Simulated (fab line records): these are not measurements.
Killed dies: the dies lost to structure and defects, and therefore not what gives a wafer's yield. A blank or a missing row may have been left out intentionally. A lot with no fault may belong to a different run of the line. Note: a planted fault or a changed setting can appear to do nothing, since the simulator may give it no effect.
Split-lot trial -- flow n5 finfet -- 39 wafers read across 7 lots, on a route 1938 steps long

## ABOUT THE SPLIT
At N5_BEOL_M4_ILD_DEP_00 (deposits SiOC from DEMS/O2, target thk 79 nm, time 15.3 s), the setting time s was moved away from the recipe's 15.3 s on 9 of the 39 wafers read, by -51.9% to +36.4%. The other wafers ran this setting at the recipe's value.

No step appears in the file between the split and the reading.

## THE READING
At N5_BEOL_M4_THK_MEAS_01: M4_ILD_THK, given in nm. On this fab line, fault-free wafers typically give 79.1 nm with a standard deviation of 1.1 nm.

wafer,"tool, chamber at the split","time s as run, s",against the recipe,"M4_ILD_THK, nm",against lot-mates on the recipe
L075.1,"pecvd-03, 2",10.33,-32.5%,54.8,-25.4
L075.2,"pecvd-03, 0",10.33,-32.5%,54.5,-25.7
L075.3,"pecvd-03, 0",15.3,recipe,80.2,-
L075.4,"pecvd-03, 2",10.33,-32.5%,54.1,-26.1
L075.5,"pecvd-03, 2",15.3,recipe,80.8,-
L075.6,"pecvd-03, 0",15.3,recipe,79.7,-
L078.1,"pecvd-02, 0",15.3,recipe,78.0,-
L078.2,"pecvd-02, 1",15.3,recipe,78.4,-
L078.4,"pecvd-02, 2",15.3,recipe,79.5,-
L080.1,"pecvd-04, 0,1",15.3,recipe,77.2,-
L080.2,"pecvd-04, 0,1",15.3,recipe,77.2,-
L080.3,"pecvd-04, 2",15.3,recipe,77.8,-
L080.4,"pecvd-04, 0",15.3,recipe,79.2,-
L080.5,"pecvd-04, 2",15.3,recipe,80.7,-
L080.6,"pecvd-04, 1",15.3,recipe,78.6,-
L081.1,"pecvd-02, 1",15.3,recipe,78.0,-
L081.2,"pecvd-02, 0",15.3,recipe,75.8,-
L081.3,"pecvd-02, 2",15.3,recipe,77.6,-
L081.4,"pecvd-02, 0",15.3,recipe,78.1,-
L081.5,"pecvd-02, 1",15.3,recipe,80.0,-
L081.6,"pecvd-02, 2",15.3,recipe,78.7,-
L082.1,"pecvd-03, 0",20.87,+36.4%,106.2,+27.0
L082.2,"pecvd-03, 1",15.3,recipe,78.6,-
L082.3,"pecvd-03, 1",15.3,recipe,79.3,-
L082.4,"pecvd-03, 0",15.3,recipe,79.6,-
L082.5,"pecvd-03, 1",20.87,+36.4%,108.4,+29.2
L082.6,"pecvd-03, 0",20.87,+36.4%,107.6,+28.4
L087.1,"pecvd-04, 1,0",15.3,recipe,79.0,-
L087.2,"pecvd-04, 2",15.3,recipe,79.2,-
L087.3,"pecvd-04, 1,0",15.3,recipe,79.0,-
L087.4,"pecvd-04, 2",15.3,recipe,80.6,-
L087.5,"pecvd-04, 0",15.3,recipe,80.5,-
L087.6,"pecvd-04, 1",15.3,recipe,79.8,-
L091.1,"pecvd-04, 0",7.359,-51.9%,38.7,-40.5
L091.2,"pecvd-04, 1",15.3,recipe,78.4,-
L091.3,"pecvd-04, 2",15.3,recipe,78.8,-
L091.4,"pecvd-04, 2",15.3,recipe,80.5,-
L091.5,"pecvd-04, 1",7.359,-51.9%,38.3,-40.9
L091.6,"pecvd-04, 0",7.359,-51.9%,39.1,-40.1
The file does not say which wafer passed through which chamber wherever a row lists several chambers: such a row stands for several wafers.

FIT RESULTS
A straight line over all 39 wafers: M4_ILD_THK changes by +0.773 nm for each +1% of time s; r = +1.00; the points scatter about the line by 1.1 nm.
The same after taking each lot's own level away (the mean of its wafers on the recipe; 39 wafers): +0.782 nm for each +1%; r = +1.00; scatter 0.9 nm.
According to that fit, moving time s by its largest amount changes the reading by 41 nm.
The span of the lots' own levels, 78.03 to 80.23 nm, comes to 2.0 times the standard deviation stated above.
Consequently the slope shifts little with the lot-to-lot level, the two slopes agreeing.
Check: -40.6 nm against its lot-mates is what the line predicts for one of the wafers moved furthest among these (-51.9%) when that wafer is left out of the fit. Against them it came out at -40.5 nm.

## THE WHOLE CHAIN: every reading that the file lists as answering this split, in the file's order
step,what it does,reading,change (the file's fit),r (the file's)
N5_BEOL_M4_ILD_DEP_00,"deposits SiOC from DEMS/O2, target thk 79 nm, time 15.3 s","SiOC_of_BEOL_M4_ILD_DEP_00.thk nm (the simulator's own value, which no gauge read)",+0.781 nm for each +1% of the setting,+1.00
N5_BEOL_M4_THK_MEAS_01,,M4_ILD_THK,+0.782 for each +1% of the setting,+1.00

## FILE'S OWN FIT
M4_ILD_THK changes by +0.782 nm for each +1% of time s, r = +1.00.
